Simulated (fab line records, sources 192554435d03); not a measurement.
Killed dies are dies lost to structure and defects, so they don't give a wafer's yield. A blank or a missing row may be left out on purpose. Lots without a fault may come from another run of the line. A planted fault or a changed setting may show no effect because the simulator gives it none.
Which tool did it? | flow n5_finfet | 11 lots, 33 wafers sampled, at 5 steps of a route of 1938

WHAT THE GAUGES READ, wafer by wafer
N5_BEOL_M6_CD_MEAS_28: target cd 40 nm.
lot  | measured     | on        | cd_nm (nm)
L546 | day 8 10:26  | cd_sem-01 | 40.19 40.11 40.10
L548 | day 8 16:58  | cd_sem-01 | 39.80 40.14 39.97
L549 | day 9 17:40  | cd_sem-03 | 39.87 39.88 40.39
L551 | day 9 23:04  | cd_sem-02 | 39.72 39.87 39.68
L550 | day 10 01:24 | cd_sem-03 | 39.97 39.89 39.59
L553 | day 10 03:56 | cd_sem-02 | 39.88 40.27 40.02
L559 | day 12 01:41 | cd_sem-03 | 40.70 41.14 40.72
L563 | day 12 19:05 | cd_sem-02 | 40.05 40.09 40.10
L565 | day 13 04:53 | cd_sem-03 | 39.83 39.81 39.84
L566 | day 13 12:35 | cd_sem-03 | 39.97 40.06 40.04
L568 | day 14 13:14 | cd_sem-03 | 39.78 39.95 40.28

N5_BEOL_M6_INSPECT_30: inspects for defects (brightfield).
lot  | measured     | on                | raw_defect_count
L546 | day 8 10:31  | defect_inspect-01 | 370 465 419
L548 | day 8 17:03  | defect_inspect-02 | 367 319 374
L549 | day 9 17:46  | defect_inspect-01 | 374 552 406
L551 | day 9 23:09  | defect_inspect-01 | 440 344 377
L550 | day 10 01:29 | defect_inspect-01 | 365 300 384
L553 | day 10 04:01 | defect_inspect-02 | 287 282 312
L559 | day 12 01:47 | defect_inspect-01 | 327 366 549
L563 | day 12 19:10 | defect_inspect-01 | 281 451 473
L565 | day 13 04:58 | defect_inspect-01 | 673 378 495
L566 | day 13 12:40 | defect_inspect-02 | 378 478 351
L568 | day 14 13:19 | defect_inspect-01 | 374 390 397

WHICH TOOL RAN EACH LOT (tool, then ch and the chambers of the sampled wafers, then the start)
lot  | N5_BEOL_M6_HM_DEP_02         | N5_BEOL_M6_HM_OPEN_17             | N5_BEOL_M6_EXPOSE_25
L546 | pvd_sputter-02, day 8 06:13  | rie_metal-02 ch 0,1, day 8 07:05  | euv_scanner-01 ch 0, day 8 10:18
L548 | pvd_sputter-02, day 8 14:31  | rie_metal-01 ch 0,1, day 8 15:24  | euv_scanner-01 ch 0, day 8 16:49
L549 | pvd_sputter-01, day 9 14:01  | rie_metal-01 ch 0,1, day 9 14:52  | euv_scanner-02 ch 0, day 9 17:32
L551 | pvd_sputter-02, day 9 18:59  | rie_metal-03 ch 0,1, day 9 19:43  | euv_scanner-02 ch 0, day 9 22:56
L550 | pvd_sputter-02, day 9 23:56  | rie_metal-02 ch 0, day 10 00:47   | euv_scanner-02 ch 0, day 10 01:16
L553 | pvd_sputter-01, day 10 00:04 | rie_metal-03 ch 0,1, day 10 00:59 | euv_scanner-02 ch 0, day 10 03:49
L559 | pvd_sputter-01, day 11 23:25 | rie_metal-01 ch 0,1, day 12 00:26 | euv_scanner-02 ch 0, day 12 01:33
L563 | pvd_sputter-02, day 12 16:53 | rie_metal-02 ch 1, day 12 18:26   | euv_scanner-01 ch 0, day 12 18:56
L565 | pvd_sputter-02, day 13 01:51 | rie_metal-01 ch 0,1, day 13 02:43 | euv_scanner-01 ch 0, day 13 04:45
L566 | pvd_sputter-03, day 13 08:53 | rie_metal-03 ch 0,1, day 13 10:10 | euv_scanner-01 ch 0, day 13 12:28
L568 | pvd_sputter-03, day 14 10:14 | rie_metal-01 ch 0,1, day 14 11:08 | euv_scanner-01 ch 0, day 14 13:05
- N5_BEOL_M6_HM_DEP_02: deposits TiN, target thk 20 nm.
- N5_BEOL_M6_HM_OPEN_17: chemistry Cl2/BCl3, target TiN, target depth 20 nm, overetch 6 nm.
- N5_BEOL_M6_EXPOSE_25: exposes mask V5, target cd 40 nm.

WHAT THE TOOLS THEMSELVES READ (means of the sampled wafers that have a number; where no wafer has one, the mark that the record gives instead)
N5_BEOL_M6_HM_DEP_02.
lot  | tool           | throttle_valve_pct (%)
L546 | pvd_sputter-02 | 30.8
L548 | pvd_sputter-02 | 30.2
L549 | pvd_sputter-01 | 29.9
L551 | pvd_sputter-02 | 29.4
L550 | pvd_sputter-02 | 29.6
L553 | pvd_sputter-01 | 30.7
L559 | pvd_sputter-01 | 29.9
L563 | pvd_sputter-02 | 30.6
L565 | pvd_sputter-02 | 30.1
L566 | pvd_sputter-03 | 28.9
L568 | pvd_sputter-03 | 30.0

N5_BEOL_M6_HM_OPEN_17.
lot  | tool         | drypump_motor_current_A (A) | he_backside_leak_sccm (sccm) | mfc_ar_sccm (sccm) | oes_product_au (a.u.) | throttle_valve_pct (%)
L546 | rie_metal-02 | 5.9                         | 3.4                          | 24.92              | 0.64                  | 22.24
L548 | rie_metal-01 | 5.2                         | 3.3                          | 25.00              | 0.74                  | 21.96
L549 | rie_metal-01 | 5.2                         | 3.3                          | 25.04              | 0.74                  | 21.97
L551 | rie_metal-03 | 5.7                         | 3.6                          | 25.03              | 0.71                  | 22.00
L550 | rie_metal-02 | 6.3                         | 3.7                          | 25.04              | 0.55                  | 22.18
L553 | rie_metal-03 | 5.6                         | 3.6                          | 25.03              | 0.71                  | 22.01
L559 | rie_metal-01 | 5.3                         | 3.3                          | 25.01              | 0.71                  | 21.98
L563 | rie_metal-02 | 5.3                         | 3.4                          | 24.96              | 0.77                  | 22.41
L565 | rie_metal-01 | 5.3                         | 3.2                          | 25.00              | 0.70                  | 21.99
L566 | rie_metal-03 | 5.7                         | 3.6                          | 25.00              | 0.68                  | 22.02
L568 | rie_metal-01 | 5.2                         | 3.2                          | 25.00              | 0.70                  | 21.98

THE ANSWER, worked out from the rows above alone
Rule: what is usual is taken from the lots themselves. Put in order of their means at a reading, lots are off if they are a third of the lots or fewer, leave a main group of 4 or more, and stand apart from it by a gap of 3 or more times the standard deviation of the main group's means; of several such gaps the widest counts. A main group whose means are all the same, to the digits that the tables above print for the reading, isn't used. A lot without any number at a reading at which 4 lots or more have one is off too. The other lots that the step has rows for count as sound. The gauges are gone through in route order, then the tools' own readings, and for those a lot's mean is taken as printed above. The first step at which some lot is off is used, and at that step the reading that is off furthest; a lot without a number counts as furthest.
Off: L559, at N5_BEOL_M6_CD_MEAS_28 (cd_nm). The main group: mean 39.97 nm, standard deviation 0.12.
A tool fits if, at a process step before that reading, it ran every lot that is off, and no sound lot after the first of them. The gauges at N5_BEOL_M6_CD_MEAS_28 are tried like those tools. Can't be told from this: 2 tools fit, pvd_sputter-01 at N5_BEOL_M6_HM_DEP_02, euv_scanner-02 at N5_BEOL_M6_EXPOSE_25.

WHAT THE SIMULATOR HAD PUT IN
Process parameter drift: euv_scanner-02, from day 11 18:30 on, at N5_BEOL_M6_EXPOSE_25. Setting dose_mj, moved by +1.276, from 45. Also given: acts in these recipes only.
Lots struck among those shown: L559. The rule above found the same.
